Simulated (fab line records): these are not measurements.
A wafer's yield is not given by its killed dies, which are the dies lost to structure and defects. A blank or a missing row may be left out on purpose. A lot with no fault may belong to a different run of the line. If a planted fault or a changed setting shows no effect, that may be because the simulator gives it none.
Struck lot and sound lot, side by side -- flow nand_harc -- 14 steps out of a route of 1159
Sound: wafers L422.2, L422.3, L422.6. Wafers struck: L425.3, L425.4, L425.5. At the end, the cause is stated.
Per side, at each step with rows, come the tool, then ch with its chambers, and then its first start. Under that, the readings that differ: sound wafers -- struck wafers -- difference of the means -- sigmas: that difference in standard deviations of wafers without a fault.
alike: words and numbers the same on both sides, and readings whose means are apart by under 2 such deviations; not compared: readings that were withheld, readings missing a value for some wafer, numbers with overlapping values and no deviation given by the record, and bounds like >300 which may hide the same value.
The two part at a step that has a row with sigmas, a row that says differs or no value, or rows on one side only. Numbers that don't overlap but have no deviation are shown without sigmas and don't part them. Lack of a reading on every wafer of one side parts them only where that side has two or more wafers.

first, 1 step without rows for these wafers: NHARC_A_BONDPAD_SRD_21 (time 30 s, dry time 20 s).
NHARC_A_BONDPAD_INSPECT_23:
  sound: defect_inspect-01 at day 18 15:43; struck: defect_inspect-01 at day 20 04:26
  alike: raw_defect_count
NHARC_HYBRID_BOND_ACTIVATE_00: chemistry N2, time 60 s.
  sound on rie_diel-09 ch 0,1,2, day 18 15:47; struck on rie_diel-09 ch 0,1,3, day 20 04:30
  alike: drypump_motor_current_A, n2_flow_sccm, oes_product_au, rf_vpp_V, showerhead_plenum_p_Torr
  not compared: rf_hours_counter_h
then, 4 steps without rows for these wafers: NHARC_HYBRID_BOND_PRECLEAN_01 (cleans in DIW, time 300 s); NHARC_HYBRID_BOND_SRD_02 (time 30 s, dry time 20 s); NHARC_HYBRID_BOND_BOND_03; NHARC_HYBRID_BOND_ANNEAL_04 (time 7200 s).
NHARC_HYBRID_BOND_OVL_MEAS_05:
  sound: overlay-02 at day 19 01:54; struck: overlay-01 at day 20 14:11
  alike: overlay_x_nm, overlay_y_nm
NHARC_HYBRID_BOND_INSPECT_06: inspects for defects (ir void).
  sound: defect_inspect-02 at day 19 01:57; struck: defect_inspect-01 at day 20 14:14
  alike: raw_defect_count
NHARC_THIN_TSV_GRIND_00:
  sound on grinder-01 ch 0, day 19 03:29; struck on grinder-01 ch 0, day 20 14:47
  alike: motor_current_A
NHARC_THIN_TSV_CMP_01: polishes.
  sound on cmp-03 ch 0,2,3, day 19 04:32; struck on cmp-03 ch 0,2,3, day 20 15:38
  no value came back on the struck wafers for edge_zone_pressure_frac, motor_current_A (A); on the sound wafers edge_zone_pressure_frac reads 1.003 0.987 1.004
NHARC_THIN_TSV_THK_MEAS_02: measures by ir.
  sound: film_metro-01 at day 19 04:46; struck: film_metro-02 at day 20 15:53
reading,sound,struck,difference,sigmas
thk_nm (nm),3055 2810 3156,6072 5935 5957,+2981,+14
following that, these wafers have no rows for 1 step: NHARC_THIN_TSV_SRD_03.
NHARC_END_SORT_01:
  sound on prober-01 ch 0, day 20 11:42; struck on prober-02 ch 0, day 21 09:17
reading,sound,struck,difference,sigmas
defect_limited_yield (%),96.8 97.0 97.0,0 0 0,-97,-54
killed_at_other,0 1 3,639 652 646,+644,+99 or more
killed_dies,22 20 20,677 677 677,+656,+55
sort_bin_2_pct (%),0.9 0.4 0.6,95.9 97.6 97.5,+96.4,+99 or more
sort_n_pass,655 657 657,0 0 0,-656,-55
sort_rim_yield_pct (%),92 92 92,0 0 0,-92,-24
sort_yield_pct (%),96.8 97.0 97.0,0 0 0,-97,-54
  alike: killed_at_array, killed_at_periphery, killed_open, killed_short, sort_bin_3_pct, sort_bin_4_pct

WHERE THEY PART
First at NHARC_THIN_TSV_CMP_01; last, within this record, at NHARC_END_SORT_01.

WHY: whatever the simulator had introduced
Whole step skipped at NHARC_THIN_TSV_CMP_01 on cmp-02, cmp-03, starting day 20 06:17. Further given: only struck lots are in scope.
